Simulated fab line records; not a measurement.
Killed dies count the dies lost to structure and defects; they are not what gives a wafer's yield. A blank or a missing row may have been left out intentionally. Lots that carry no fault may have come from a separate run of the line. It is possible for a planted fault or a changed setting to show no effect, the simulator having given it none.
fab line records + flow n5-finfet + part 2 of 2: steps 28 to 36 of 36
record
- lots=5
- wafers=15
- last-day=16
route steps=1938 shown BEOL_M11@1581 BEOL_M12@1602
lots that met no fault: taken from a fault-free run of the same line
start-h: hours from the record's opening day to when the first of the lot's shown wafers began + wait-h: time in hours since the lot's previous step + " as in the row above + L1.1+2: one row covering several wafers at once + - no value, or no start given + * or withheld: withheld + < > ~ a bound
route shown NAME@n: a module of which the file shows steps, and the number in the route of the first + usual: the fault-free wafers' mean and standard deviation + same: alike in all rows + chamber/n: place in a boat + sites: per-site readings + _std_site: how widely they spread, as a standard deviation + _edge_site: mean of outer sites minus mean of inner sites + radius-mm: how far each site lies from the wafer's centre + mask NAME#n: copy n + behind: the last tool/chamber to shape the wafer + hold: the reason the lot was held/the length of the hold in hours/how it ended + device: the n, p or np transistor that did not switch + end of line: tests of these same wafers at the route's end + step lacking rows: just its recipe + killed: count of dies lost to structure and defects at first sort (not the wafer's yield) + map: shows each die of a wafer: x if killed, . if not, _ if none is there
set.NAME: the setting as run; set.NAME@STEP: as run at that earlier step + model.NAME: the simulator's own value behind a step, which no gauge read
a table for each step, a row for each wafer; lots at some steps of the route
services: a tool's chamber out of use, with start hour (start-h, from the record's first day; less than 0 if before it), hours out, and reason
## steps
# step N5_BEOL_M12_EXPOSE_07
# recipe
- mask-id=V11
- na=0.93
- source-shape=conventional
- sigma-outer=0.6
- polarization=unpolarized
- attpsm-phase-deg=180
- dose-mj=32.5
# usual
- reticle-temp-C=23.01/0.12
# same
- na=0.93
| lot.wafer | tool           | chamber | start-h | wait-h | mask  | reticle-temp-C |
|-----------|----------------|---------|---------|--------|-------|----------------|
| L074.2    | krf-scanner-02 | 0       | 235.50  | -      | V11#0 | 22.96          |
| L074.5    | "              | 0       | "       | "      | V11#0 | 23.23          |
| L074.6    | "              | 0       | "       | "      | V11#0 | 23.11          |
| L076.3    | krf-scanner-01 | 0       | 251.39  | -      | V11#0 | 23.09          |
| L076.5    | "              | 0       | "       | "      | V11#0 | 23.08          |
| L076.6    | "              | 0       | "       | "      | V11#0 | 23.23          |
| L079.2    | krf-scanner-01 | 0       | 259.92  | -      | V11#0 | 22.82          |
| L079.5    | "              | 0       | "       | "      | V11#0 | 22.94          |
| L079.6    | "              | 0       | "       | "      | V11#0 | 23.04          |
| L081.2    | krf-scanner-02 | 0       | 278.23  | -      | V11#0 | 22.87          |
| L081.5    | "              | 0       | "       | "      | V11#0 | 22.97          |
| L081.6    | "              | 0       | "       | "      | V11#0 | 22.80          |
| L092.1    | krf-scanner-02 | 0       | 349.11  | -      | V11#0 | 22.95          |
| L092.3    | "              | 0       | "       | "      | V11#0 | 22.82          |
| L092.6    | "              | 0       | "       | "      | V11#0 | 22.87          |
# step N5_BEOL_M12_PEB_08
# recipe
- peb-temp-c=130
- peb-time-s=90
| lot.wafer  | tool           | chamber | start-h | wait-h |
|------------|----------------|---------|---------|--------|
| L074.2+5+6 | litho-track-04 | 0       | 235.55  | 0.0    |
| L076.3+5+6 | litho-track-04 | 0       | 251.43  | 0.0    |
| L079.2+5+6 | litho-track-05 | 0       | 259.98  | 0.0    |
| L081.2+5+6 | litho-track-04 | 0       | 278.28  | 0.0    |
| L092.1+3+6 | litho-track-03 | 0       | 349.17  | 0.1    |
# step N5_BEOL_M12_DEVELOP_09
# recipe
- develop-time-s=45
- rinse-liquid=diw
- dry=air-spin
- dev-temp-c=21
| lot.wafer  | tool           | chamber | start-h | wait-h |
|------------|----------------|---------|---------|--------|
| L074.2+5+6 | litho-track-04 | 0       | -       | -      |
| L076.3+5+6 | litho-track-04 | 0       | -       | -      |
| L079.2+5+6 | litho-track-05 | 0       | -       | -      |
| L081.2+5+6 | litho-track-04 | 0       | -       | -      |
| L092.1+3+6 | litho-track-03 | 0       | -       | -      |
# step N5_BEOL_M12_HARDBAKE_14
# recipe
- temp-c=130
- time-s=120
| lot.wafer  | tool           | chamber | start-h | wait-h |
|------------|----------------|---------|---------|--------|
| L074.2+5+6 | litho-track-04 | 0       | -       | -      |
| L076.3+5+6 | litho-track-04 | 0       | -       | -      |
| L079.2+5+6 | litho-track-05 | 0       | -       | -      |
| L081.2+5+6 | litho-track-04 | 0       | -       | -      |
| L092.1+3+6 | litho-track-03 | 0       | -       | -      |
# step N5_BEOL_M12_CD_MEAS_10
# recipe
- target-cd-nm=140
- landing-energy-ev=500
- detector=se-inlens
- polarity=opening
# usual
- cd-nm=139.6/2
| lot.wafer | tool      | chamber | start-h | wait-h | cd-nm |
|-----------|-----------|---------|---------|--------|-------|
| L074.2    | cd-sem-01 | 0       | 235.67  | -      | 136.0 |
| L074.5    | "         | 0       | "       | "      | 137.3 |
| L074.6    | "         | 0       | "       | "      | 141.1 |
| L076.3    | cd-sem-03 | 0       | 251.55  | -      | 137.1 |
| L076.5    | "         | 0       | "       | "      | 138.5 |
| L076.6    | "         | 0       | "       | "      | 140.5 |
| L079.2    | cd-sem-03 | 0       | 260.09  | -      | 139.2 |
| L079.5    | "         | 0       | "       | "      | 143.7 |
| L079.6    | "         | 0       | "       | "      | 141.6 |
| L081.2    | cd-sem-03 | 0       | 278.40  | -      | 140.6 |
| L081.5    | "         | 0       | "       | "      | 139.2 |
| L081.6    | "         | 0       | "       | "      | 138.3 |
| L092.1    | cd-sem-01 | 0       | 349.29  | -      | 139.9 |
| L092.3    | "         | 0       | "       | "      | 141.4 |
| L092.6    | "         | 0       | "       | "      | 140.4 |
# step N5_BEOL_M12_OVL_MEAS_11
# recipe
- points-per-wafer=44
# usual
- V11_OVL=2/5.6
# same
- points-per-wafer=44
| lot.wafer | tool       | chamber | start-h | wait-h | V11_OVL[nm] |
|-----------|------------|---------|---------|--------|-------------|
| L074.2    | overlay-02 | 0       | 235.71  | 0.0    | -14         |
| L074.5    | "          | 0       | "       | "      | -6          |
| L074.6    | "          | 0       | "       | "      | -9          |
| L076.3    | overlay-02 | 0       | 251.58  | 0.0    | 9           |
| L076.5    | "          | 0       | "       | "      | 8           |
| L076.6    | "          | 0       | "       | "      | 2           |
| L079.2    | overlay-01 | 0       | 260.12  | 0.0    | -8          |
| L079.5    | "          | 0       | "       | "      | -1          |
| L079.6    | "          | 0       | "       | "      | 0           |
| L081.2    | overlay-02 | 0       | 278.43  | 0.0    | -4          |
| L081.5    | "          | 0       | "       | "      | 5           |
| L081.6    | "          | 0       | "       | "      | 0           |
| L092.1    | overlay-02 | 0       | 349.32  | 0.0    | 2           |
| L092.3    | "          | 0       | "       | "      | 0           |
| L092.6    | "          | 0       | "       | "      | 3           |
# step N5_BEOL_M12_INSPECT_12
# recipe
- mode=adi
- inspect-instrument=macro
# usual
- raw-defect-count=2.2/1.5
| lot.wafer | tool              | chamber | start-h | wait-h | raw-defect-count |
|-----------|-------------------|---------|---------|--------|------------------|
| L074.2    | defect-inspect-01 | -       | 235.73  | 0.0    | 0                |
| L074.5    | "                 | -       | "       | "      | 1                |
| L074.6    | "                 | -       | "       | "      | 1                |
| L076.3    | defect-inspect-01 | -       | 251.60  | 0.0    | 8                |
| L076.5    | "                 | -       | "       | "      | 1                |
| L076.6    | "                 | -       | "       | "      | 2                |
| L079.2    | defect-inspect-01 | -       | 260.14  | 0.0    | 3                |
| L079.5    | "                 | -       | "       | "      | 3                |
| L079.6    | "                 | -       | "       | "      | 1                |
| L081.2    | defect-inspect-02 | -       | 278.45  | 0.0    | 3                |
| L081.5    | "                 | -       | "       | "      | 1                |
| L081.6    | "                 | -       | "       | "      | 1                |
| L092.1    | defect-inspect-02 | -       | 349.34  | 0.0    | 1                |
| L092.3    | "                 | -       | "       | "      | 3                |
| L092.6    | "                 | -       | "       | "      | 2                |
# step N5_BEOL_M12_DESCUM_15
# recipe
- chemistry=O2
- time-s=7.9
- source-power-w=50
- bias-power-w=20
- pressure-mtorr=20
- rf-frequency-hz=2.712e+07
- temp-c=40
- o2-flow-sccm=225
# usual
- drypump-motor-current-A=5.8/0.44
- oes-product-au=0.79/0.095
- rf-fwd-power-W=49.34/0.21
- rf-vpp-V=243.0/1.1
- showerhead-plenum-p-Torr=2.08/0.057
- throttle-valve-pct=20.48/0.25
| lot.wafer | tool        | chamber | start-h | wait-h | drypump-motor-current-A | oes-product-au | rf-fwd-power-W | rf-hours-counter-h | rf-vpp-V | showerhead-plenum-p-Torr | throttle-valve-pct |
|-----------|-------------|---------|---------|--------|-------------------------|----------------|----------------|--------------------|----------|--------------------------|--------------------|
| L074.2    | rie-diel-02 | 0       | 235.77  | 0.0    | 6.2                     | 0.86           | 49.83          | 41                 | 244.5    | 2.14                     | 20.39              |
| L074.5    | "           | 2       | "       | "      | 6.6                     | 0.73           | 49.20          | -                  | 244.4    | 2.17                     | 20.87              |
| L074.6    | "           | 1       | "       | "      | 5.8                     | 0.75           | 49.27          | -                  | 243.2    | 2.09                     | 20.60              |
| L076.3    | rie-diel-02 | 0       | 251.63  | 0.0    | 6.2                     | 0.86           | 49.45          | 46                 | 243.6    | 2.13                     | 20.39              |
| L076.5    | "           | 3       | "       | "      | 5.2                     | 0.70           | 49.57          | -                  | 242.7    | 2.08                     | 20.38              |
| L076.6    | "           | 2       | "       | "      | 6.6                     | 0.74           | 49.50          | -                  | 242.9    | 2.17                     | 20.88              |
| L079.2    | rie-diel-04 | 3       | 260.18  | 0.0    | 5.6                     | 0.93           | 49.04          | 19                 | 243.2    | 2.15                     | 20.60              |
| L079.5    | "           | 0       | "       | "      | 5.3                     | 0.69           | 48.91          | -                  | 242.1    | 2.05                     | 20.42              |
| L079.6    | "           | 3       | "       | "      | 5.6                     | 0.93           | 49.03          | -                  | 243.4    | 2.15                     | 20.62              |
| L081.2    | rie-diel-04 | 3       | 278.48  | 0.0    | 5.6                     | 0.93           | 49.27          | 25                 | 243.2    | 2.15                     | 20.62              |
| L081.5    | "           | 3       | "       | "      | 5.6                     | 0.93           | 49.43          | -                  | 243.5    | 2.15                     | 20.60              |
| L081.6    | "           | 2       | "       | "      | 6.0                     | 0.76           | 49.52          | -                  | 241.9    | 2.08                     | 20.10              |
| L092.1    | rie-diel-01 | 1       | 349.37  | 0.0    | 6.2                     | 0.79           | 49.41          | 127                | 243.4    | 2.12                     | 20.78              |
| L092.3    | "           | 3       | "       | "      | 6.7                     | 0.92           | 49.24          | 22                 | 245.3    | 2.14                     | 20.44              |
| L092.6    | "           | 0       | "       | "      | 5.9                     | 0.70           | 49.39          | -                  | 241.7    | 1.97                     | 20.28              |
# step N5_BEOL_M12_ETCH_59
# recipe
- chemistry=N2/H2
- target=BARC
- target-depth-a=890
- overetch-a=267
- time-s=67.9
- ion-energy-ev=200
- pressure-mtorr=30
- source-w=840
- bias-w=150
- n2-flow-sccm=200
- h2-flow-sccm=200
# usual
- drypump-motor-current-A=5.8/0.45
- oes-product-au=0.68/0.077
- rf-fwd-power-W=833/3.1
- rf-vpp-V=523.6/2.1
- showerhead-plenum-p-Torr=2.53/0.058
- throttle-valve-pct=17.90/0.24
| lot.wafer | tool        | chamber | start-h | wait-h | drypump-motor-current-A | oes-product-au | rf-fwd-power-W | rf-hours-counter-h | rf-vpp-V | showerhead-plenum-p-Torr | throttle-valve-pct |
|-----------|-------------|---------|---------|--------|-------------------------|----------------|----------------|--------------------|----------|--------------------------|--------------------|
| L074.2    | rie-diel-02 | 0       | 235.80  | 0.0    | 6.2                     | 0.74           | 829            | 41                 | 525.8    | 2.59                     | 17.69              |
| L074.5    | "           | 2       | "       | "      | 6.6                     | 0.63           | 832            | -                  | 527.1    | 2.63                     | 18.28              |
| L074.6    | "           | 1       | "       | "      | 5.8                     | 0.65           | 831            | -                  | 522.7    | 2.51                     | 17.87              |
| L076.3    | rie-diel-02 | 0       | 251.67  | 0.0    | 6.2                     | 0.73           | 837            | 46                 | 524.1    | 2.59                     | 17.71              |
| L076.5    | "           | 3       | "       | "      | 5.2                     | 0.60           | 836            | -                  | 522.7    | 2.51                     | 17.69              |
| L076.6    | "           | 2       | "       | "      | 6.6                     | 0.62           | 831            | -                  | 526.4    | 2.63                     | 18.29              |
| L079.2    | rie-diel-04 | 3       | 260.21  | 0.0    | 5.6                     | 0.80           | 831            | 19                 | 525.7    | 2.58                     | 17.69              |
| L079.5    | "           | 0       | "       | "      | 5.3                     | 0.59           | 830            | -                  | 522.2    | 2.51                     | 17.93              |
| L079.6    | "           | 3       | "       | "      | 5.6                     | 0.79           | 831            | -                  | 526.0    | 2.58                     | 17.71              |
| L081.2    | rie-diel-04 | 3       | 278.52  | 0.0    | 5.6                     | 0.77           | 830            | 25                 | 525.5    | 2.58                     | 17.72              |
| L081.5    | "           | 3       | "       | "      | 5.6                     | 0.78           | 833            | -                  | 525.6    | 2.58                     | 17.71              |
| L081.6    | "           | 2       | "       | "      | 6.0                     | 0.65           | 831            | -                  | 523.6    | 2.54                     | 17.66              |
| L092.1    | rie-diel-01 | 1       | 349.41  | 0.0    | 6.2                     | 0.68           | 835            | 127                | 524.8    | 2.56                     | 18.16              |
| L092.3    | "           | 3       | "       | "      | 6.6                     | 0.80           | 836            | 22                 | 524.1    | 2.58                     | 17.67              |
| L092.6    | "           | 0       | "       | "      | 5.9                     | 0.60           | 836            | -                  | 519.4    | 2.41                     | 18.00              |
## services
| tool           | chamber | start-h | hours | kind   |
|----------------|---------|---------|-------|--------|
| cvd-co-01      | -       | 210.55  | 14.6  | pm     |
| cmp-01         | -       | 215.26  | 4.0   | pm     |
| ecd-cu-01      | -       | 216.77  | 1.2   | repair |
| pecvd-03       | 1       | 218.34  | 4.4   | repair |
| uv-cure-01     | -       | 220.47  | 1.0   | pm     |
| cvd-co-02      | -       | 225.15  | 6.0   | pm     |
| krf-scanner-02 | -       | 231.70  | 0.1   | repair |
| pvd-sputter-01 | -       | 246.25  | 3.0   | repair |
| pecvd-01       | 0       | 248.25  | 4.4   | repair |
| ecd-cu-02      | -       | 254.73  | 1.0   | repair |
| krf-scanner-02 | -       | 258.12  | 0.8   | pm     |
| pecvd-01       | 1       | 260.05  | 5.9   | repair |
| pecvd-03       | -       | 273.89  | 2.8   | pm     |
| krf-scanner-02 | -       | 282.41  | 1.0   | pm     |
| krf-scanner-02 | -       | 285.32  | 1.3   | pm     |
| ald-metal-02   | 1       | 288.42  | 30.4  | repair |
| rie-diel-02    | 1       | 318.16  | 4.5   | repair |
| rie-diel-02    | 3       | 322.29  | 6.9   | repair |
| ecd-cu-02      | -       | 323.49  | 0.7   | repair |
| cvd-co-01      | 0       | 323.60  | 8.0   | repair |
| krf-scanner-02 | -       | 328.54  | 3.3   | repair |
| wet-bench-04   | -       | 334.89  | 1.9   | pm     |
| pvd-sputter-01 | -       | 335.05  | 1.8   | repair |
| krf-scanner-02 | -       | 338.82  | 2.0   | repair |
